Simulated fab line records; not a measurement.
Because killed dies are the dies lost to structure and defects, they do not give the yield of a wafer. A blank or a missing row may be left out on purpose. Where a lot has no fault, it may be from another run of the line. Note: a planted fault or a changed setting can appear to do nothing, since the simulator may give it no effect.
fab line records + flow nand-harc
record
- lots=6
- wafers=18
- last-day=32
route steps=1302 shown P_GATE@120 END@1302
lots with no fault: from the same line, run without faults
start-h: hours from the record's first day to the start of the lot's first wafer shown + wait-h: hours from the lot's prior step to this one + " unchanged from the row above + L1.1+2: a single row standing in for several wafers + - no value, or no start given + * or withheld: withheld + < > ~ a bound
route shown NAME@n: a module of which the file shows steps, and the number in the route of the first + usual: mean/standard deviation of fault-free wafers + same: alike in all rows + chamber/n: place in a boat + sites: each site's reading + _std_site: the values' standard deviation + _edge_site: inner sites' mean taken away from outer sites' mean + radius-mm: how far each site lies from the wafer's centre + mask NAME#n: copy n + behind: tool/chamber where the wafer was last shaped + hold: cause of the lot's hold/its duration in hours/its outcome + device: which transistor (n, p or np) failed to switch + end of line: the same wafers' tests at the end of the route + for a step that has no rows: nothing shown but its recipe + killed: not the wafer's yield, but the dies lost to structure and defects at the first sort + map: dies across one wafer; x = killed, . = not, _ = none there
set.NAME: setting as actually run; set.NAME@STEP: the setting as run at that earlier step + model.NAME: the simulator's own value behind a step, which no gauge read
a table for each step, a row for each wafer; lots at some steps of the route
services: when a tool's chamber went out of use (start-h, in hours from the record's first day, below 0 if earlier), for how many hours, and the reason
## steps
# step NHARC_P_GATE_PEB_09
# recipe
- peb-temp-c=118
- peb-time-s=85
# step NHARC_P_GATE_DEVELOP_10
# recipe
- time-s=70
# step NHARC_P_GATE_CD_MEAS_11
# recipe
- target-cd-nm=1640
- landing-energy-ev=500
# usual
- cd-nm=1639.2/1.4
| lot.wafer | tool      | chamber | start-h | wait-h | cd-nm  |
|-----------|-----------|---------|---------|--------|--------|
| L735.2    | cd-sem-03 | 0       | 111.11  | -      | 1635.2 |
| L735.5    | "         | 0       | "       | "      | 1637.3 |
| L735.6    | "         | 0       | "       | "      | 1637.6 |
| L739.2    | cd-sem-01 | 0       | 148.32  | -      | 1640.3 |
| L739.4    | "         | 0       | "       | "      | 1640.7 |
| L739.5    | "         | 0       | "       | "      | 1640.6 |
| L741.1    | cd-sem-01 | 0       | 172.01  | -      | 1639.8 |
| L741.3    | "         | 0       | "       | "      | 1640.0 |
| L741.6    | "         | 0       | "       | "      | 1640.7 |
| L742.2    | cd-sem-03 | 0       | 184.18  | -      | 1638.2 |
| L742.4    | "         | 0       | "       | "      | 1638.9 |
| L742.5    | "         | 0       | "       | "      | 1640.5 |
| L749.1    | cd-sem-03 | 0       | 257.78  | -      | 1638.4 |
| L749.3    | "         | 0       | "       | "      | 1638.2 |
| L749.4    | "         | 0       | "       | "      | 1638.2 |
| L752.1    | cd-sem-01 | 0       | 286.03  | -      | 1642.2 |
| L752.2    | "         | 0       | "       | "      | 1638.1 |
| L752.4    | "         | 0       | "       | "      | 1639.0 |
# step NHARC_P_GATE_HARDBAKE_12
# recipe
- temp-c=125
- time-s=80
# step NHARC_P_GATE_DESCUM_13
# recipe
- time-s=3
- o2-flow-sccm=200
- ar-flow-sccm=0
- bias-power-w=0
- chemistry=O2
# usual
- drypump-motor-current-A=5.9/0.67
- oes-product-au=0.999/0.0094
- rf-vpp-V=57.6/0.92
- showerhead-plenum-p-Torr=1.87/0.072
- throttle-valve-pct=11.312/0.0098
| lot.wafer | tool        | chamber | start-h | wait-h | drypump-motor-current-A | oes-product-au | rf-hours-counter-h | rf-vpp-V | showerhead-plenum-p-Torr | throttle-valve-pct |
|-----------|-------------|---------|---------|--------|-------------------------|----------------|--------------------|----------|--------------------------|--------------------|
| L735.2    | rie-diel-04 | 0       | 111.26  | -      | 5.6                     | 1.003          | 5.5                | 56.8     | 1.93                     | 11.299             |
| L735.5    | "           | 0       | "       | "      | 5.7                     | 1.012          | -                  | 58.1     | 1.93                     | 11.316             |
| L735.6    | "           | 1       | "       | "      | 5.7                     | 0.976          | -                  | 56.9     | 1.80                     | 11.300             |
| L739.2    | rie-diel-12 | 3       | 148.49  | -      | 5.9                     | 1.009          | 1.6                | 57.1     | 1.79                     | 11.323             |
| L739.4    | "           | 0       | "       | "      | 6.6                     | 1.012          | 3.7                | 59.6     | 1.98                     | 11.315             |
| L739.5    | "           | 2       | "       | "      | 6.7                     | 0.982          | -                  | 57.2     | 1.87                     | 11.313             |
| L741.3    | rie-diel-09 | 3       | 172.18  | -      | 5.2                     | 0.984          | 0.8                | 56.3     | 1.88                     | 11.303             |
| L741.1    | "           | 0       | "       | "      | 4.9                     | 1.002          | 0.9                | 58.1     | 1.79                     | 11.309             |
| L741.6    | "           | 2       | "       | "      | 6.4                     | 0.995          | -                  | 57.8     | 1.95                     | 11.293             |
| L742.4    | rie-diel-12 | 0       | 184.33  | -      | 6.6                     | 1.008          | 6.5                | 58.2     | 1.98                     | 11.315             |
| L742.2    | "           | 3       | "       | "      | 5.9                     | 0.999          | 4.5                | 57.3     | 1.79                     | 11.316             |
| L742.5    | "           | 1       | "       | "      | 4.7                     | 1.017          | -                  | 58.4     | 1.79                     | 11.318             |
| L749.4    | rie-diel-04 | 1       | 257.94  | -      | 5.7                     | 0.987          | 3.6                | 58.5     | 1.80                     | 11.304             |
| L749.3    | "           | 3       | "       | "      | 6.6                     | 0.983          | 4.4                | 58.3     | 1.88                     | 11.313             |
| L749.1    | "           | 0       | "       | "      | 5.7                     | 1.000          | 3.9                | 57.3     | 1.93                     | 11.315             |
| L752.2    | rie-diel-12 | 3       | 286.19  | -      | 5.9                     | 0.991          | 0.2                | 58.0     | 1.79                     | 11.306             |
| L752.1    | "           | 1       | "       | "      | 4.7                     | 0.995          | 0.1                | 56.9     | 1.78                     | 11.302             |
| L752.4    | "           | 2       | "       | "      | 6.7                     | 0.985          | 0.2                | 59.1     | 1.86                     | 11.322             |
# step NHARC_P_GATE_ETCH_14
# recipe
- target-depth-a=488
- chemistry=dHF
- material=SiO2
# step NHARC_P_GATE_STRIP_15
# recipe
- time-s=780
- temp-c=130
- chemistry=SPM
# step NHARC_P_GATE_PRECLEAN_71
# recipe
- time-s=*
- temp-c=50
- bath-age-min=0
- chemistry=SC1
# step NHARC_P_GATE_SRD_72
# step NHARC_P_GATE_OXIDE_16
# recipe
- target-thk-a=30
- temp-c=875
- ox-time-s=392
- material=SiO2
# step NHARC_P_GATE_CVD_17
# recipe
- target-thk-a=1500
- temp-c=620
- time-s=900
- material=poly-Si
# step NHARC_P_GATE_HM_DEP_102
# recipe
- target-thk-a=1200
- temp-c=400
- material=aC
# usual
- throttle-valve-pct=35.000/0.0091
| lot.wafer | tool       | chamber | start-h | wait-h | throttle-valve-pct |
|-----------|------------|---------|---------|--------|--------------------|
| L735.2    | acl-dep-02 | 0       | 124.12  | 0.5    | 34.995             |
| L735.5    | "          | 0       | "       | "      | 34.992             |
| L735.6    | "          | 0       | "       | "      | 35.004             |
| L739.2    | acl-dep-02 | 0       | 160.96  | 0.5    | 35.001             |
| L739.4    | "          | 0       | "       | "      | 35.016             |
| L739.5    | "          | 0       | "       | "      | 35.001             |
| L741.1    | acl-dep-02 | 0       | 184.50  | 0.4    | 34.989             |
| L741.3    | "          | 0       | "       | "      | 35.016             |
| L741.6    | "          | 0       | "       | "      | 34.998             |
| L742.2    | acl-dep-02 | 0       | 199.75  | 3.0    | 35.003             |
| L742.4    | "          | 0       | "       | "      | 34.998             |
| L742.5    | "          | 0       | "       | "      | 34.997             |
| L749.1    | acl-dep-03 | 0       | 272.44  | 2.4    | 34.995             |
| L749.3    | "          | 0       | "       | "      | 34.993             |
| L749.4    | "          | 0       | "       | "      | 35.005             |
| L752.1    | acl-dep-01 | 0       | 298.88  | 0.4    | 35.011             |
| L752.2    | "          | 0       | "       | "      | 34.990             |
| L752.4    | "          | 0       | "       | "      | 34.994             |
# step NHARC_P_GATE_DEP_103
# recipe
- target-thk-a=300
- target-thk-nm=30
- temp-c=400
- flow-sccm=200
- rf-w=350
- material=SiON
# usual
- heater-power-w=725/74
| lot.wafer | tool     | chamber | start-h | wait-h | heater-power-w |
|-----------|----------|---------|---------|--------|----------------|
| L735.2    | pecvd-02 | 0       | 124.68  | 0.5    | 612            |
| L735.6    | "        | 0       | "       | "      | 609            |
| L735.5    | "        | 1       | "       | "      | 727            |
| L739.2    | pecvd-02 | 2       | 161.52  | 0.4    | 814            |
| L739.5    | "        | 0       | "       | "      | 636            |
| L739.4    | "        | 1       | "       | "      | 663            |
| L741.1    | pecvd-02 | 0       | 185.15  | 0.5    | 533            |
| L741.3    | "        | 1       | "       | "      | 714            |
| L741.6    | "        | 1       | "       | "      | 726            |
| L742.2    | pecvd-02 | 2       | 200.37  | 0.5    | 690            |
| L742.5    | "        | 0       | "       | "      | 517            |
| L742.4    | "        | 2       | "       | "      | 691            |
| L749.1    | pecvd-03 | 1       | 273.11  | 0.6    | 743            |
| L749.4    | "        | 1       | "       | "      | 747            |
| L749.3    | "        | 2       | "       | "      | 648            |
| L752.1    | pecvd-04 | 1       | 299.57  | 0.6    | 735            |
| L752.2    | "        | 2       | "       | "      | 828            |
| L752.4    | "        | 0       | "       | "      | 677            |
# step NHARC_P_GATE_DEHYDRATE_18
# recipe
- temp-c=150
- time-s=120
# step NHARC_P_GATE_HMDS_19
# recipe
- time-s=30
# step NHARC_P_GATE_COAT_20
# recipe
- spin-rpm=1500
- resist-thk-nm=90
# step NHARC_P_GATE_SOFTBAKE_21
# recipe
- temp-c=105
- time-s=55
# step NHARC_P_GATE_EBR_22
# step NHARC_P_GATE_EXPOSE_23
# recipe
- na=1.35
- target-cd-nm=120
- dose-mj=93.91
- mask-id=P_GATE
# step NHARC_P_GATE_PEB_24
# recipe
- peb-temp-c=100
- peb-time-s=65
# step NHARC_P_GATE_DEVELOP_25
# recipe
- develop-time-s=35
- dev-temp-c=23
# step NHARC_P_GATE_CD_MEAS_26
# recipe
- target-cd-nm=120
- landing-energy-ev=500
# usual
- cd-nm=119.8/0.56
| lot.wafer | tool      | chamber | start-h | wait-h | cd-nm |
|-----------|-----------|---------|---------|--------|-------|
| L735.2    | cd-sem-03 | 0       | 125.36  | -      | 120.4 |
| L735.5    | "         | 0       | "       | "      | 120.2 |
| L735.6    | "         | 0       | "       | "      | 119.8 |
| L739.2    | cd-sem-01 | 0       | 162.19  | -      | 120.4 |
| L739.4    | "         | 0       | "       | "      | 120.3 |
| L739.5    | "         | 0       | "       | "      | 119.8 |
| L741.1    | cd-sem-02 | 0       | 185.83  | -      | 119.8 |
| L741.3    | "         | 0       | "       | "      | 120.2 |
| L741.6    | "         | 0       | "       | "      | 119.8 |
| L742.2    | cd-sem-03 | 0       | 200.87  | -      | 120.7 |
| L742.4    | "         | 0       | "       | "      | 120.3 |
| L742.5    | "         | 0       | "       | "      | 120.1 |
| L749.1    | cd-sem-02 | 0       | 273.76  | -      | 119.7 |
| L749.3    | "         | 0       | "       | "      | 120.9 |
| L749.4    | "         | 0       | "       | "      | 120.6 |
| L752.1    | cd-sem-03 | 0       | 300.22  | -      | 119.8 |
| L752.2    | "         | 0       | "       | "      | 119.7 |
| L752.4    | "         | 0       | "       | "      | 120.0 |
# step NHARC_P_GATE_OVL_MEAS_27
# usual
- overlay-x-nm=-0.4/0.59
- overlay-y-nm=0.3/0.88
| lot.wafer | tool       | chamber | start-h | wait-h | overlay-x-nm | overlay-y-nm |
|-----------|------------|---------|---------|--------|--------------|--------------|
| L735.2    | overlay-02 | -       | 125.44  | -      | -0.3         | 1.1          |
| L735.5    | "          | -       | "       | "      | -0.4         | 1.1          |
| L735.6    | "          | -       | "       | "      | -0.6         | 0.9          |
| L739.2    | overlay-01 | -       | 162.28  | -      | 0.6          | -0.1         |
| L739.4    | "          | -       | "       | "      | 0.1          | 0.1          |
| L739.5    | "          | -       | "       | "      | 0.6          | -0.1         |
| L741.1    | overlay-01 | -       | 185.92  | -      | -1.3         | 0.7          |
| L741.3    | "          | -       | "       | "      | -0.4         | 0.0          |
| L741.6    | "          | -       | "       | "      | -1.4         | -0.4         |
| L742.2    | overlay-02 | -       | 200.96  | -      | -0.6         | 0.4          |
| L742.4    | "          | -       | "       | "      | -0.6         | 0.3          |
| L742.5    | "          | -       | "       | "      | -1.4         | 0.1          |
| L749.1    | overlay-02 | -       | 273.85  | -      | 0.1          | -0.4         |
| L749.3    | "          | -       | "       | "      | -0.5         | 0.0          |
| L749.4    | "          | -       | "       | "      | 0.2          | -0.4         |
| L752.1    | overlay-01 | -       | 300.30  | -      | -1.1         | 2.4          |
| L752.2    | "          | -       | "       | "      | -0.7         | 1.6          |
| L752.4    | "          | -       | "       | "      | -0.7         | 2.0          |
# step NHARC_P_GATE_INSPECT_28
# usual
- raw-defect-count=5.5/2.5
| lot.wafer | tool              | chamber | start-h | wait-h | hold                     | raw-defect-count |
|-----------|-------------------|---------|---------|--------|--------------------------|------------------|
| L735.2    | defect-inspect-01 | -       | 125.48  | 0.0    | -                        | 4                |
| L735.5    | "                 | -       | "       | "      | -                        | 8                |
| L735.6    | "                 | -       | "       | "      | -                        | 6                |
| L739.2    | defect-inspect-01 | -       | 162.32  | 0.0    | -                        | 9                |
| L739.4    | "                 | -       | "       | "      | -                        | 3                |
| L739.5    | "                 | -       | "       | "      | -                        | 11               |
| L741.1    | defect-inspect-02 | -       | 185.95  | 0.0    | await-dispo/0.2h/release | 767              |
| L741.3    | "                 | -       | "       | "      | await-dispo/0.2h/release | 796              |
| L741.6    | "                 | -       | "       | "      | await-dispo/0.2h/release | 786              |
| L741.1    | defect-inspect-02 | -       | 186.13  | 0.2    | -                        | 757              |
| L741.3    | "                 | -       | "       | "      | -                        | 798              |
| L741.6    | "                 | -       | "       | "      | -                        | 774              |
| L742.2    | defect-inspect-02 | -       | 200.99  | 0.0    | await-dispo/0.2h/release | 800              |
| L742.4    | "                 | -       | "       | "      | await-dispo/0.2h/release | 765              |
| L742.5    | "                 | -       | "       | "      | await-dispo/0.2h/release | 806              |
| L742.2    | defect-inspect-02 | -       | 201.17  | 0.2    | -                        | 813              |
| L742.4    | "                 | -       | "       | "      | -                        | 764              |
| L742.5    | "                 | -       | "       | "      | -                        | 801              |
| L749.1    | defect-inspect-01 | -       | 273.88  | 0.0    | -                        | 4                |
| L749.3    | "                 | -       | "       | "      | -                        | 9                |
| L749.4    | "                 | -       | "       | "      | -                        | 9                |
| L752.1    | defect-inspect-02 | -       | 300.34  | 0.0    | -                        | 12               |
| L752.2    | "                 | -       | "       | "      | -                        | 6                |
| L752.4    | "                 | -       | "       | "      | -                        | 2                |
# step NHARC_END_SORT_01
# recipe
- temp-c=25
# usual
- defect-limited-yield=91.2/1.8
- killed-at-array=55/12
- killed-at-other=1.0/1.2
- killed-at-periphery=3.9/2.6
- killed-dies=60/12
- killed-open=3.3/1.9
- killed-short=2.5/1.8
# same
- gross-dies=677
| lot.wafer | tool      | chamber | start-h | wait-h | defect-limited-yield[%] | killed-at-array | killed-at-other | killed-at-periphery | killed-dies | killed-open | killed-short |
|-----------|-----------|---------|---------|--------|-------------------------|-----------------|-----------------|---------------------|-------------|-------------|--------------|
| L739.2    | prober-01 | 0       | 632.20  | 2.8    | 92.3                    | 43              | 2               | 7                   | 52          | 1           | 3            |
| L739.4    | prober-01 | 0       | 633.78  | 3.4    | 92.2                    | 49              | 2               | 2                   | 53          | 2           | 1            |
| L739.5    | prober-01 | 0       | 634.58  | 3.7    | 90.1                    | 59              | 1               | 7                   | 67          | 3           | 4            |
# killed by level:class
L739.2 A_CHANNEL_HOLE_D1:chamber-film-flake=24 A_CHANNEL_HOLE_D2:chamber-film-flake=10 P_BONDPAD:chamber-film-flake=4 P_ZERO_WELL:chamber-film-flake=2 THIN_TSV:chamber-film-flake=2 A_ONON_D1:geometric-particle:open=1 A_ONON_D1:geometric-particle:short=1 A_DECK1_JOINT:geometric-particle:short=1
L739.4 A_CHANNEL_HOLE_D1:chamber-film-flake=22 A_CHANNEL_HOLE_D2:chamber-film-flake=12 P_BONDPAD:chamber-film-flake=2 A_CHANNEL_FILL_D2:chamber-film-flake=2 A_WL_FILL:chamber-film-flake=2 A_CONTACT:chamber-film-flake=2 THIN_TSV:chamber-film-flake=2 A_CHANNEL_FILL_D1:geometric-particle:open=1
L739.5 A_CHANNEL_HOLE_D1:chamber-film-flake=24 A_CHANNEL_HOLE_D2:chamber-film-flake=17 A_WL_FILL:chamber-film-flake=4 P_BONDPAD:chamber-film-flake=3 A_CONTACT:chamber-film-flake=3 A_BONDPAD:chamber-film-flake=3 A_ONON_D1:geometric-particle:short=2 P_STI:chamber-film-flake=2
## services
| tool        | chamber | start-h | hours | kind   |
|-------------|---------|---------|-------|--------|
| pecvd-04    | -       | 88.44   | 13.0  | pm     |
| rie-diel-12 | -       | 91.40   | 9.0   | pm     |
| pecvd-02    | -       | 96.38   | 1.6   | repair |
| rie-diel-04 | 2       | 97.48   | 4.4   | repair |
| rie-diel-04 | 0       | 100.26  | 5.4   | repair |
| rie-diel-12 | 3       | 105.20  | 9.5   | repair |
| rie-diel-12 | 1       | 115.62  | 12.3  | repair |
| acl-dep-03  | -       | 121.72  | 13.0  | pm     |
| rie-diel-04 | 1       | 132.70  | 1.3   | repair |
| rie-diel-12 | 3       | 139.04  | 2.6   | repair |
| rie-diel-09 | -       | 143.10  | 9.0   | pm     |
| pecvd-04    | -       | 165.22  | 1.1   | repair |
| rie-diel-12 | 1       | 165.31  | 4.3   | repair |
| rie-diel-04 | -       | 177.90  | 9.0   | pm     |
| pecvd-03    | -       | 185.06  | 13.0  | pm     |
| acl-dep-01  | -       | 186.62  | 13.0  | pm     |
| pecvd-02    | -       | 218.23  | 0.7   | repair |
| pecvd-02    | -       | 227.13  | 13.0  | pm     |
| rie-diel-04 | 2       | 232.60  | 11.0  | repair |
| acl-dep-02  | -       | 242.23  | 13.0  | pm     |
| rie-diel-12 | -       | 268.40  | 9.0   | pm     |
| rie-diel-12 | 0       | 288.66  | 8.2   | repair |
| rie-diel-04 | 3       | 294.22  | 8.4   | repair |
| rie-diel-04 | 0       | 298.58  | 8.8   | repair |
## key
first-sign
- step=NHARC_P_GATE_INSPECT_28
- reading=visit
- direction=added
effect
- step=NHARC_P_GATE_INSPECT_28
- reading=raw-defect-count
- direction=up
- sigmas=99+
- usual=5.5
- struck=786.7
met-at NHARC_P_GATE_DEP_103
struck-wafers L741.1,L741.3,L741.6,L742.2,L742.4,L742.5
scrapped-behind NHARC_P_GATE_INSPECT_28 L741.1,L741.3,L741.6,L742.2,L742.4,L742.5
onset-between 161.52 185.15
also-fits NHARC_P_GATE_HM_DEP_102:acl-dep-02
fault
- kind=chamber-particle-source
- tool=pecvd-02
- chamber=-
- onset-h=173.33
- steps=NHARC_P_GATE_DEP_103
- rate-per-visit-cm2=1.1973
- end-h=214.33
